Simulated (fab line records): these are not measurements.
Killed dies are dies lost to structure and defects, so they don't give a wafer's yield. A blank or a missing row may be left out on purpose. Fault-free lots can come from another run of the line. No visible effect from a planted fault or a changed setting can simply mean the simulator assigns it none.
Matching of chambers :: flow n5_finfet :: rie_diel-02 running N5_BEOL_M1_DESCUM_33: 4 sister chambers
The step chemistry O2, time 7 s. 14 wafers are shown with their chamber, then 7 later ones without.

WAFERS, EACH WITH ITS CHAMBER
wafer: L075.1
chamber: 3
showerhead_plenum_p_Torr (Torr): 2.07
throttle_valve_pct (%): 20.69
drypump_motor_current_A (A): 5.7

wafer: L075.2
chamber: 1
showerhead_plenum_p_Torr (Torr): 1.99
throttle_valve_pct (%): 20.04
drypump_motor_current_A (A): 6.0

wafer: L075.6
chamber: 3
showerhead_plenum_p_Torr (Torr): 2.07
throttle_valve_pct (%): 20.69
drypump_motor_current_A (A): 5.7

wafer: L076.3
chamber: 1
showerhead_plenum_p_Torr (Torr): 1.98
throttle_valve_pct (%): 20.07
drypump_motor_current_A (A): 6.0

wafer: L076.4
chamber: 0
showerhead_plenum_p_Torr (Torr): 2.14
throttle_valve_pct (%): 20.55
drypump_motor_current_A (A): 5.4

wafer: L076.6
chamber: 1
showerhead_plenum_p_Torr (Torr): 1.98
throttle_valve_pct (%): 20.05
drypump_motor_current_A (A): 6.0

wafer: L078.2
chamber: 1
showerhead_plenum_p_Torr (Torr): 1.98
throttle_valve_pct (%): 20.07
drypump_motor_current_A (A): 6.1

wafer: L078.3
chamber: 0
showerhead_plenum_p_Torr (Torr): 2.14
throttle_valve_pct (%): 20.55
drypump_motor_current_A (A): 5.4

wafer: L078.6
chamber: 3
showerhead_plenum_p_Torr (Torr): 2.07
throttle_valve_pct (%): 20.69
drypump_motor_current_A (A): 5.7

wafer: L080.2
chamber: 3
showerhead_plenum_p_Torr (Torr): 2.07
throttle_valve_pct (%): 20.70
drypump_motor_current_A (A): 5.7

wafer: L080.4
chamber: 2
showerhead_plenum_p_Torr (Torr): 2.06
throttle_valve_pct (%): 20.27
drypump_motor_current_A (A): 5.5

wafer: L080.5
chamber: 2
showerhead_plenum_p_Torr (Torr): 2.06
throttle_valve_pct (%): 20.29
drypump_motor_current_A (A): 5.5

wafer: L084.1
chamber: 3
showerhead_plenum_p_Torr (Torr): 2.07
throttle_valve_pct (%): 20.71
drypump_motor_current_A (A): 5.7

wafer: L084.3
chamber: 2
showerhead_plenum_p_Torr (Torr): 2.06
throttle_valve_pct (%): 20.28
drypump_motor_current_A (A): 5.5

SIGNATURES (means of the wafers above)
reading: showerhead_plenum_p_Torr
chamber 0: 2.1400
chamber 1: 1.9825
chamber 2: 2.0600
chamber 3: 2.0700
scatter within a chamber: 0.00274

reading: throttle_valve_pct
chamber 0: 20.5500
chamber 1: 20.0575
chamber 2: 20.2800
chamber 3: 20.6960
scatter within a chamber: 0.0109

reading: drypump_motor_current_A
chamber 0: 5.400
chamber 1: 6.025
chamber 2: 5.500
chamber 3: 5.700
scatter within a chamber: 0.0274
Rule: a wafer lies at a distance from a chamber equal to the root of the sum of squares, over the readings, of (its reading less the chamber's mean, divided by the reading's scatter). If the next closest chamber is less than 2 further off than the closest, the wafer can't be placed; otherwise it belongs to the closest. The scatter is the square root of a quotient: the sum, over the shown wafers, of each reading's squared deviation from its chamber's mean, divided by wafers minus chambers.

WAFERS WITH NO CHAMBER GIVEN
wafer: L084.4
showerhead_plenum_p_Torr (Torr): 2.06
throttle_valve_pct (%): 20.31
drypump_motor_current_A (A): 5.5

wafer: L088.2
showerhead_plenum_p_Torr (Torr): 1.98
throttle_valve_pct (%): 20.07
drypump_motor_current_A (A): 6.0

wafer: L088.3
showerhead_plenum_p_Torr (Torr): 2.05
throttle_valve_pct (%): 20.32
drypump_motor_current_A (A): 5.5

wafer: L088.6
showerhead_plenum_p_Torr (Torr): 1.98
throttle_valve_pct (%): 20.10
drypump_motor_current_A (A): 6.0

wafer: L095.2
showerhead_plenum_p_Torr (Torr): 1.97
throttle_valve_pct (%): 20.10
drypump_motor_current_A (A): 6.0

wafer: L095.5
showerhead_plenum_p_Torr (Torr): 2.06
throttle_valve_pct (%): 20.73
drypump_motor_current_A (A): 5.7

wafer: L095.6
showerhead_plenum_p_Torr (Torr): 1.97
throttle_valve_pct (%): 20.10
drypump_motor_current_A (A): 6.0

WHICH CHAMBER EACH ONE RAN IN
wafer: L084.4
from the rows above: 2
in truth: 2

wafer: L088.2
from the rows above: 1
in truth: 1

wafer: L088.3
from the rows above: 2
in truth: 2

wafer: L088.6
from the rows above: 1
in truth: 1

wafer: L095.2
from the rows above: 1
in truth: 1

wafer: L095.5
from the rows above: 3
in truth: 3

wafer: L095.6
from the rows above: 1
in truth: 1
Correctly placed: 7 of 7. Left unplaced by these rows: 0. Placed wrongly: 0.
